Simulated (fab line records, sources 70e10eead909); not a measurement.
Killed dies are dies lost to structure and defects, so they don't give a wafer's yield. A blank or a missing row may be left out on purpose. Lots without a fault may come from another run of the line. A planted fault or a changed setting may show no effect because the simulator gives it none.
One fault seen from 2 desks | flow nand_harc | each desk has only its own numbers; what lay behind them comes last

THE TOOL OWNER'S DESK: litho_track-01
The tool's own readings at NHARC_A_M1_PEB_07 (peb time 65 s): means of the sampled wafers that have a number, for each lot that ran on this tool. A lot is out of limits, marked OUT, if its mean lies more than 4 standard deviations from the usual mean; the brackets give that distance.
Columns: A = heater_power_total_W at NHARC_A_M1_PEB_07, usual 156.6 W
lot  | first seen here | A
L590 | day 22 19:22    | 156.7
L589 | day 22 20:55    | 156.6
L591 | day 23 11:07    | 156.7
L598 | day 26 17:16    | 156.9
L602 | day 27 15:30    | 156.9
L604 | day 29 07:49    | 170.3 (+33) OUT
L606 | day 29 17:58    | 163.5 (+17) OUT
This desk's finding: out of limits on L604, L606; first on L604, day 29 07:49 (heater_power_total_W at NHARC_A_M1_PEB_07). In limits: L590, L589, L591, L598, L602.

THE METROLOGY DESK
What the gauges read, lot by lot, whatever tool the lot ran on: means of the sampled wafers that have a number. A lot is out of limits, marked OUT, if its mean lies more than 4 standard deviations from the usual mean; the brackets give that distance.
Columns: A = cd_nm at NHARC_A_M1_CD_MEAS_09, usual 120.5 nm
lot  | first seen here | A
L590 | day 22 19:27    | 121.4
L589 | day 22 20:59    | 120.3
L591 | day 23 11:11    | 120.8
L593 | day 24 12:32    | 119.9
L597 | day 26 08:34    | 120.1
L598 | day 26 17:21    | 121.3
L602 | day 27 15:35    | 121.4
L601 | day 27 16:31    | 120.3
L604 | day 29 07:54    | 115.3 (-8.2) OUT
L606 | day 29 18:03    | 118.2
L603 | day 29 23:49    | 120.5
L612 | day 32 13:26    | 120.9
This desk's finding: out of limits on L604; first on L604, day 29 07:54 (cd_nm at NHARC_A_M1_CD_MEAS_09). In limits: L590, L589, L591, L593, L597, L598, L602, L601, L606, L603, L612.

PUT TOGETHER
The tool owner's desk could have raised an alarm at day 29 07:49, on L604, L606.
The metrology desk could have raised an alarm at day 29 07:54, on L604.
The metrology desk has L606 on record, within its limits.
Of the lots named, all ran NHARC_A_M1_PEB_07 on litho_track-01.

WHAT THE SIMULATOR HAD PUT IN
Process parameter drift: litho_track-01, from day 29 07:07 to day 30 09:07, at NHARC_A_M1_PEB_07. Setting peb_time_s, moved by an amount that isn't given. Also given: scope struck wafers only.
Lots struck among those shown: L604, L606.
Hours from the fault's start to each desk's first reading out of limits: the tool owner's desk, 1; the metrology desk, 1.
